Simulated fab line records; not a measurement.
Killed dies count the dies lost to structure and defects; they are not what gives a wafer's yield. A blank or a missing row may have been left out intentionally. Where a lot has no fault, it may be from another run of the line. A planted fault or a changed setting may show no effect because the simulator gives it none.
Split-lot experiment | flow n5 finfet | 21 wafers read from 7 lots, route of 1938 steps

## ABOUT THE SPLIT
At N5_BEOL_M13_COAT_65 (time 60 s, resist thk 350 nm), the setting spin rpm was moved away from the recipe's 1500 rpm on 8 of the 21 wafers read, by -9.2% to +11.1%. For the rest of the wafers, this setting stayed at what the recipe calls for.

The reading is taken at the split's own step.

## THE READING
SOC_of_BEOL_M13_COAT_65.thk nm (the simulator's own value, which no gauge read), in nm, at N5_BEOL_M13_COAT_65 (time 60 s, resist thk 350 nm). There is no usual value for it anywhere in the file. Across the 13 wafers here that went through the recipe, the average is 349.5 nm and the standard deviation 0.89 nm.

wafer  | tool, chamber at the split | spin rpm as run, rpm | against the recipe | SOC_of_BEOL_M13_COAT_65.thk nm, nm | against lot-mates on the recipe
L078.1 | litho track-02, 0          | 1500                 | recipe             | 350.2                              | -
L078.2 | litho track-02, 0          | 1640                 | +9.3%              | 335.4                              | -14.8
L078.3 | litho track-02, 0          | 1640                 | +9.3%              | 335.4                              | -14.8
L081.1 | litho track-01, 0          | 1500                 | recipe             | 348                                | -
L081.3 | litho track-01, 0          | 1666                 | +11.1%             | 330.8                              | -17.4
L081.6 | litho track-01, 0          | 1500                 | recipe             | 348.4                              | -
L089.3 | litho track-02, 0          | 1500                 | recipe             | 349.4                              | -
L089.5 | litho track-02, 0          | 1362                 | -9.2%              | 366.8                              | +17.9
L089.6 | litho track-02, 0          | 1500                 | recipe             | 348.4                              | -
L090.1 | litho track-02, 0          | 1500                 | recipe             | 351                                | -
L090.5 | litho track-02, 0          | 1500                 | recipe             | 351                                | -
L090.6 | litho track-02, 0          | 1500                 | recipe             | 350                                | -
L096.1 | litho track-01, 0          | 1500                 | recipe             | 349.8                              | -
L096.2 | litho track-01, 0          | 1500                 | recipe             | 349.6                              | -
L096.4 | litho track-01, 0          | 1500                 | recipe             | 349.4                              | -
L094.1 | litho track-05, 0          | 1500                 | recipe             | 349                                | -
L094.2 | litho track-05, 0          | 1551                 | +3.4%              | 343.4                              | -5.6
L094.5 | litho track-05, 0          | 1551                 | +3.4%              | 342.6                              | -6.4
L097.1 | litho track-01, 0          | 1500                 | recipe             | 349.2                              | -
L097.2 | litho track-01, 0          | 1593                 | +6.2%              | 338.8                              | -10.4
L097.3 | litho track-01, 0          | 1593                 | +6.2%              | 339.2                              | -10.0

THE FIT
A straight line over all 21 wafers: SOC_of_BEOL_M13_COAT_65.thk nm changes by -1.68 nm for each +1% of spin rpm; r = -0.99; the points scatter about the line by 1 nm.
The same after taking each lot's own level away (the mean of its wafers on the recipe; 21 wafers): -1.69 nm for each +1%; r = -1.00; scatter 0.71 nm.
On that fit, the largest move of spin rpm shifts the reading by 19 nm.
The span of the lots' own levels, 348.20 to 350.67 nm, comes to 2.8 times the standard deviation stated above.
So the lot-to-lot level changes the slope little: the two slopes agree.
Check: -18.7 nm against its lot-mates is what the line predicts for one of the wafers moved furthest among these (+11.1%) when that wafer is left out of the fit. It came out at -17.4 nm against them.

## THE OTHER SPLITS THESE WAFERS WENT THROUGH
Note: prior to the reading, these wafers also went through further splits. Each is held against what the fit with the lots' levels taken away leaves over:
other split on the same wafers    | wafers away from the commonest value | r with SOC_of_BEOL_M13_COAT_65.thk nm (lot level and that fit taken away)
N5_BEOL_M9_COAT_64 spin rpm       | 11                                   | +0.08
N5_BEOL_M10_PEB_26 peb time s     | 8                                    | -0.11
N5_BEOL_M11_COAT_22 spin rpm      | 6                                    | +0.08
N5_BEOL_M11_TRENCH_ETCH_37 time s | 7                                    | +0.02
N5_BEOL_M11_ALD_74 ald cycles     | 9                                    | +0.28
N5_BEOL_M13_ETCH_59 time s        | 5                                    | -0.01

## THE FILE'S OWN FIT
SOC_of_BEOL_M13_COAT_65.thk nm changes by -1.68 nm for each +1% of spin rpm, r = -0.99.
